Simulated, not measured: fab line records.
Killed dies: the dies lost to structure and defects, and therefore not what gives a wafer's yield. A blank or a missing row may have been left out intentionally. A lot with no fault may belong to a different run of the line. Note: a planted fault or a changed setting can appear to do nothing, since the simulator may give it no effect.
Chamber matching + flow nand-harc + 3 sister chambers for NHARC_P_M0_PRE_CLEAN_31 on pecvd-02
The step time 12 s. 6 wafers are shown with their chamber, then 7 later ones without.

WAFERS, EACH WITH ITS CHAMBER
| wafer  | chamber | heater-power-w (W) |
|--------|---------|--------------------|
| L088.5 | 1       | 656                |
| L092.1 | 2       | 475                |
| L092.5 | 2       | 491                |
| L092.6 | 0       | 565                |
| L093.2 | 0       | 618                |
| L093.3 | 1       | 610                |

WAFERS WITHOUT THEIR CHAMBER
| wafer  | heater-power-w (W) |
|--------|--------------------|
| L093.5 | 611                |
| L094.1 | 478                |
| L094.3 | 544                |
| L094.6 | 466                |
| L097.2 | 461                |
| L097.4 | 633                |
| L097.5 | 607                |

CHAMBER TAKEN BY EACH
| wafer  | from the rows above          | in truth |
|--------|------------------------------|----------|
| L093.5 | can't be placed: 0 or 1      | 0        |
| L094.1 | 2                            | 2        |
| L094.3 | can't be placed: 0 or 2 or 1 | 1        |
| L094.6 | 2                            | 2        |
| L097.2 | 2                            | 2        |
| L097.4 | can't be placed: 1 or 0      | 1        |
| L097.5 | can't be placed: 0 or 1      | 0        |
3 of 7 placed correctly. From these rows, 4 cannot be placed; in 4 the true chamber is one of the candidates. 0 placed wrongly.
How it was worked out, from the rows above alone: a wafer's distance from a chamber is the root of the sum, over the readings, of the square of ((its reading less the chamber's mean) divided by the reading's scatter). If the next closest chamber is less than 2 further off than the closest, the wafer can't be placed; otherwise it belongs to the closest. Each chamber's mean is taken over the wafers shown for it. The scatter: the root of (the sum of the squares of (reading less its chamber's mean) over the shown wafers, divided by (wafers less chambers)).
